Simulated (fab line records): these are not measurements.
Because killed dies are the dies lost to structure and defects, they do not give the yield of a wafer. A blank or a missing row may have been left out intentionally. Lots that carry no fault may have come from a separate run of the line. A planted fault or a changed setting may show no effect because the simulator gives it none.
Chamber matching :: flow n5-finfet :: N5_BEOL_M13_VIA_ETCH_16 on rie-diel-05: 4 sister chambers
The step etches SiOC in C4F8/O2/Ar, target depth 921.7 nm. 8 wafers are shown with their chamber, then 9 later ones without.

== WAFERS, EACH WITH ITS CHAMBER ==
wafer: L085.6
chamber: 1
drypump-motor-current-A (A): 5.19
throttle-valve-pct (%): 24.46

wafer: L088.1
chamber: 3
drypump-motor-current-A (A): 5.78
throttle-valve-pct (%): 23.86

wafer: L088.4
chamber: 0
drypump-motor-current-A (A): 5.78
throttle-valve-pct (%): 24.23

wafer: L089.3
chamber: 3
drypump-motor-current-A (A): 5.77
throttle-valve-pct (%): 23.86

wafer: L089.5
chamber: 2
drypump-motor-current-A (A): 5.65
throttle-valve-pct (%): 24.22

wafer: L093.1
chamber: 2
drypump-motor-current-A (A): 5.67
throttle-valve-pct (%): 24.23

wafer: L093.3
chamber: 1
drypump-motor-current-A (A): 5.18
throttle-valve-pct (%): 24.47

wafer: L093.5
chamber: 0
drypump-motor-current-A (A): 5.80
throttle-valve-pct (%): 24.24

== WAFERS MISSING THEIR CHAMBER ==
wafer: L090.1
drypump-motor-current-A (A): 5.21
throttle-valve-pct (%): 24.47

wafer: L090.2
drypump-motor-current-A (A): 5.77
throttle-valve-pct (%): 23.87

wafer: L090.4
drypump-motor-current-A (A): 5.80
throttle-valve-pct (%): 24.23

wafer: L094.1
drypump-motor-current-A (A): 5.77
throttle-valve-pct (%): 24.26

wafer: L094.2
drypump-motor-current-A (A): 5.76
throttle-valve-pct (%): 23.86

wafer: L094.5
drypump-motor-current-A (A): 5.78
throttle-valve-pct (%): 23.87

wafer: L097.1
drypump-motor-current-A (A): 5.76
throttle-valve-pct (%): 23.88

wafer: L097.3
drypump-motor-current-A (A): 5.18
throttle-valve-pct (%): 24.48

wafer: L097.5
drypump-motor-current-A (A): 5.77
throttle-valve-pct (%): 23.87

== WHICH CHAMBER EACH ONE RAN IN ==
wafer: L090.1
from the rows above: 1
in truth: 1

wafer: L090.2
from the rows above: 3
in truth: 3

wafer: L090.4
from the rows above: 0
in truth: 0

wafer: L094.1
from the rows above: 0
in truth: 0

wafer: L094.2
from the rows above: 3
in truth: 3

wafer: L094.5
from the rows above: 3
in truth: 3

wafer: L097.1
from the rows above: 3
in truth: 3

wafer: L097.3
from the rows above: 1
in truth: 1

wafer: L097.5
from the rows above: 3
in truth: 3
Correctly placed: 9 of 9. Not placeable from these rows: 0. Placed wrongly: 0.
How it was worked out, from the rows above alone: a wafer's distance from a chamber is the root of the sum, over the readings, of the square of ((its reading less the chamber's mean) divided by the reading's scatter). If the next closest chamber is less than 2 further off than the closest, the wafer can't be placed; otherwise it belongs to the closest. For every chamber, the mean is computed from those of its wafers that are shown. The scatter: the root of (the sum of the squares of (reading less its chamber's mean) over the shown wafers, divided by (wafers less chambers)).
